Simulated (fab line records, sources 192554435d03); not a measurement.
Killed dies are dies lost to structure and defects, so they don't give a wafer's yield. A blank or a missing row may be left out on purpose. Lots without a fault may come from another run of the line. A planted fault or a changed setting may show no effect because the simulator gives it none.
Chamber matching | flow n5_finfet | N5_PMOS_HMC_CHANNEL_EPI_ETCH_32 on rie_diel-02: 4 sister chambers
The step etches BARC in N2/H2, stops on SiO2, target depth 85.8 nm, time 50.3 s. 4 wafers are shown with their chamber, then 8 later ones without.

WAFERS WITH THEIR CHAMBER
wafer  | chamber | drypump_motor_current_A (A)
L080.6 | 1       | 5.6
L087.6 | 0       | 5.1
L091.1 | 2       | 6.0
L093.2 | 3       | 5.6

WAFERS WITHOUT THEIR CHAMBER
wafer  | drypump_motor_current_A (A)
L093.3 | 5.1
L093.5 | 5.6
L094.1 | 5.6
L094.2 | 6.0
L094.3 | 5.1
L095.1 | 5.6
L095.3 | 5.1
L095.5 | 6.1

WHICH CHAMBER EACH WENT THROUGH
wafer  | from the rows above     | in truth
L093.3 | 0                       | 0
L093.5 | can't be placed: 1 or 3 | 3
L094.1 | can't be placed: 1 or 3 | 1
L094.2 | 2                       | 2
L094.3 | 0                       | 0
L095.1 | can't be placed: 1 or 3 | 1
L095.3 | 0                       | 0
L095.5 | 2                       | 2
Placed correctly: 5 of 8. Can't be placed from these rows: 3 (the true chamber is among the candidates in 3). Placed wrongly: 0.
How it was worked out, from the rows above alone: a wafer's distance from a chamber is the root of the sum, over the readings, of the square of ((its reading less the chamber's mean) divided by the reading's scatter). The wafer belongs to the nearest chamber; if the next one is less than 2 further off, it can't be placed. A chamber's mean is the mean of its shown wafers. The scatter: with one shown wafer a chamber, the root of the mean of the squares of how far each hidden wafer lies from its nearest shown one.
